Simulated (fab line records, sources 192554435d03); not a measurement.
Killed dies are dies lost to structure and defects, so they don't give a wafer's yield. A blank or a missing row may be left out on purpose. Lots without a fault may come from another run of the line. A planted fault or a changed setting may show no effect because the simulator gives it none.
Chamber matching | flow n5_finfet | N5_BEOL_M3_PECVD_72 on pecvd-01: 3 sister chambers
The step deposits SiO2 from TEOS/O2, target thk 16 nm, time 18 s. 16 wafers are shown with their chamber, then 8 later ones without.

WAFERS WITH THEIR CHAMBER
wafer  | chamber | throttle_valve_pct (%) | showerhead_plenum_p_Torr (Torr) | heater_power_w (W)
L079.1 | 2       | 23.9                   | 8.84                            | 651
L079.2 | 1       | 21.0                   | 8.75                            | 662
L079.4 | 1       | 20.7                   | 8.75                            | 634
L080.1 | 0       | 21.8                   | 8.82                            | 601
L080.3 | 1       | 20.7                   | 8.73                            | 610
L080.4 | 0       | 21.9                   | 8.85                            | 590
L081.2 | 0       | 21.6                   | 8.85                            | 582
L081.4 | 1       | 20.7                   | 8.76                            | 627
L081.6 | 0       | 21.9                   | 8.87                            | 601
L082.1 | 0       | 21.5                   | 8.84                            | 554
L082.4 | 0       | 21.6                   | 8.85                            | 581
L082.6 | 0       | 21.7                   | 8.85                            | 582
L085.2 | 0       | 21.9                   | 8.85                            | 599
L085.4 | 1       | 20.9                   | 8.75                            | 572
L085.6 | 0       | 21.8                   | 8.85                            | 600
L083.1 | 0       | 21.7                   | 8.84                            | 562

SIGNATURES (means of the wafers above)
reading                  | chamber 0 | chamber 1 | chamber 2 | scatter within a chamber
throttle_valve_pct       | 21.740    | 20.800    | 23.900    | 0.143
showerhead_plenum_p_Torr | 8.8470    | 8.7480    | 8.8400    | 0.0121
heater_power_w           | 585.20    | 621.00    | 651.00    | 23
Rule: a wafer's distance from a chamber is the root of the sum, over the readings, of the square of ((its reading less the chamber's mean) divided by the reading's scatter). The wafer belongs to the nearest chamber; if the next one is less than 2 further off, it can't be placed. The scatter: the root of (the sum of the squares of (reading less its chamber's mean) over the shown wafers, divided by (wafers less chambers)).

WAFERS WITHOUT THEIR CHAMBER
wafer  | throttle_valve_pct (%) | showerhead_plenum_p_Torr (Torr) | heater_power_w (W)
L083.2 | 21.0                   | 8.76                            | 557
L083.5 | 21.1                   | 8.76                            | 563
L084.2 | 21.6                   | 8.82                            | 703
L084.4 | 20.7                   | 8.72                            | 686
L084.5 | 21.6                   | 8.86                            | 687
L089.1 | 21.9                   | 8.85                            | 689
L089.2 | 20.0                   | 8.83                            | 676
L089.4 | 20.3                   | 8.82                            | 680

WHICH CHAMBER EACH WENT THROUGH
wafer  | from the rows above | in truth
L083.2 | 1                   | 1
L083.5 | 1                   | 1
L084.2 | 0                   | 0
L084.4 | 1                   | 1
L084.5 | 0                   | 0
L089.1 | 0                   | 0
L089.2 | 1                   | 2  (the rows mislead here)
L089.4 | 1                   | 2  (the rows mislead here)
Placed correctly: 6 of 8. Can't be placed from these rows: 0. Placed wrongly: 2.
